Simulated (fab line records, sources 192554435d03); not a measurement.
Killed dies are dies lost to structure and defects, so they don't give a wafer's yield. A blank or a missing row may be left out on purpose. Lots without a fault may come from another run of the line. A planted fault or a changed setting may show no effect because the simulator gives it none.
Chamber matching | flow n5_finfet | N5_FIN_CUT_ETCH_21 on rie_diel-04: 4 sister chambers
The step etches SOC in N2/H2, target depth 219 nm, overetch 43.8 nm, time 523.5 s. 18 wafers are shown with their chamber, then 9 later ones without.

WAFERS WITH THEIR CHAMBER
wafer  | chamber | drypump_motor_current_A (A) | showerhead_plenum_p_Torr (Torr) | throttle_valve_pct (%)
L078.2 | 0       | 5.9                         | 2.55                            | 17.49
L078.4 | 0       | 5.9                         | 2.55                            | 17.52
L078.5 | 1       | 5.4                         | 2.51                            | 18.02
L081.1 | 1       | 5.4                         | 2.50                            | 18.03
L081.4 | 1       | 5.4                         | 2.50                            | 18.04
L081.5 | 0       | 5.9                         | 2.55                            | 17.51
L083.1 | 1       | 5.4                         | 2.50                            | 18.04
L083.5 | 2       | 6.4                         | 2.61                            | 17.93
L083.6 | 1       | 5.3                         | 2.50                            | 18.04
L084.2 | 1       | 5.4                         | 2.50                            | 18.06
L084.3 | 0       | 5.9                         | 2.55                            | 17.52
L084.5 | 1       | 5.3                         | 2.50                            | 18.06
L087.2 | 2       | 6.4                         | 2.61                            | 17.96
L087.3 | 3       | 5.7                         | 2.62                            | 17.93
L087.5 | 0       | 5.9                         | 2.55                            | 17.54
L091.3 | 3       | 5.7                         | 2.62                            | 17.95
L091.4 | 3       | 5.7                         | 2.62                            | 17.92
L091.6 | 0       | 5.9                         | 2.54                            | 17.57

SIGNATURES (means of the wafers above)
reading                  | chamber 0 | chamber 1 | chamber 2 | chamber 3 | scatter within a chamber
drypump_motor_current_A  | 5.900     | 5.371     | 6.400     | 5.700     | 0.0319
showerhead_plenum_p_Torr | 2.5483    | 2.5014    | 2.6100    | 2.6200    | 0.00347
throttle_valve_pct       | 17.5250   | 18.0414   | 17.9450   | 17.9333   | 0.0206
Rule: a wafer's distance from a chamber is the root of the sum, over the readings, of the square of ((its reading less the chamber's mean) divided by the reading's scatter). The wafer belongs to the nearest chamber; if the next one is less than 2 further off, it can't be placed. The scatter: the root of (the sum of the squares of (reading less its chamber's mean) over the shown wafers, divided by (wafers less chambers)).

WAFERS WITHOUT THEIR CHAMBER
wafer  | drypump_motor_current_A (A) | showerhead_plenum_p_Torr (Torr) | throttle_valve_pct (%)
L093.3 | 5.7                         | 2.62                            | 17.93
L093.4 | 5.9                         | 2.54                            | 17.56
L093.6 | 5.3                         | 2.50                            | 17.63
L095.2 | 5.4                         | 2.50                            | 17.63
L095.4 | 5.9                         | 2.54                            | 17.59
L095.6 | 5.7                         | 2.62                            | 17.95
L096.1 | 5.4                         | 2.49                            | 17.63
L096.5 | 5.4                         | 2.49                            | 17.63
L096.6 | 6.4                         | 2.60                            | 17.98

WHICH CHAMBER EACH WENT THROUGH
wafer  | from the rows above     | in truth
L093.3 | 3                       | 3
L093.4 | 0                       | 0
L093.6 | 1                       | 1
L095.2 | can't be placed: 1 or 0 | 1
L095.4 | 0                       | 0
L095.6 | 3                       | 3
L096.1 | 1                       | 1
L096.5 | 1                       | 1
L096.6 | 2                       | 2
Placed correctly: 8 of 9. Can't be placed from these rows: 1 (the true chamber is among the candidates in 1). Placed wrongly: 0.
